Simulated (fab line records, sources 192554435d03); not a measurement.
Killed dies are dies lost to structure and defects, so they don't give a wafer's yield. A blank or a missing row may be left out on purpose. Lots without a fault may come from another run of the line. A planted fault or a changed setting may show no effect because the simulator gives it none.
Chamber matching | flow n5_finfet | N5_BEOL_M1_PRE_CLEAN_60 on cvd_co-01: 3 sister chambers
The step time 15 s. 3 wafers are shown with their chamber, then 10 later ones without.

WAFERS WITH THEIR CHAMBER
wafer  | chamber | heater_power_w (W)
L085.4 | 0       | 97
L086.4 | 1       | 96
L086.5 | 2       | 57

WAFERS WITHOUT THEIR CHAMBER
wafer  | heater_power_w (W)
L086.6 | 98
L090.2 | 97
L090.3 | 56
L090.5 | 97
L091.1 | 97
L091.3 | 93
L091.6 | 96
L096.1 | 59
L096.2 | 99
L096.6 | 98

WHICH CHAMBER EACH WENT THROUGH
wafer  | from the rows above     | in truth
L086.6 | can't be placed: 0 or 1 | 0
L090.2 | can't be placed: 0 or 1 | 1
L090.3 | 2                       | 2
L090.5 | can't be placed: 0 or 1 | 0
L091.1 | can't be placed: 0 or 1 | 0
L091.3 | can't be placed: 1 or 0 | 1
L091.6 | can't be placed: 1 or 0 | 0
L096.1 | 2                       | 2
L096.2 | can't be placed: 0 or 1 | 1
L096.6 | can't be placed: 0 or 1 | 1
Placed correctly: 2 of 10. Can't be placed from these rows: 8 (the true chamber is among the candidates in 8). Placed wrongly: 0.
How it was worked out, from the rows above alone: a wafer's distance from a chamber is the root of the sum, over the readings, of the square of ((its reading less the chamber's mean) divided by the reading's scatter). The wafer belongs to the nearest chamber; if the next one is less than 2 further off, it can't be placed. A chamber's mean is the mean of its shown wafers. The scatter: with one shown wafer a chamber, the root of the mean of the squares of how far each hidden wafer lies from its nearest shown one.
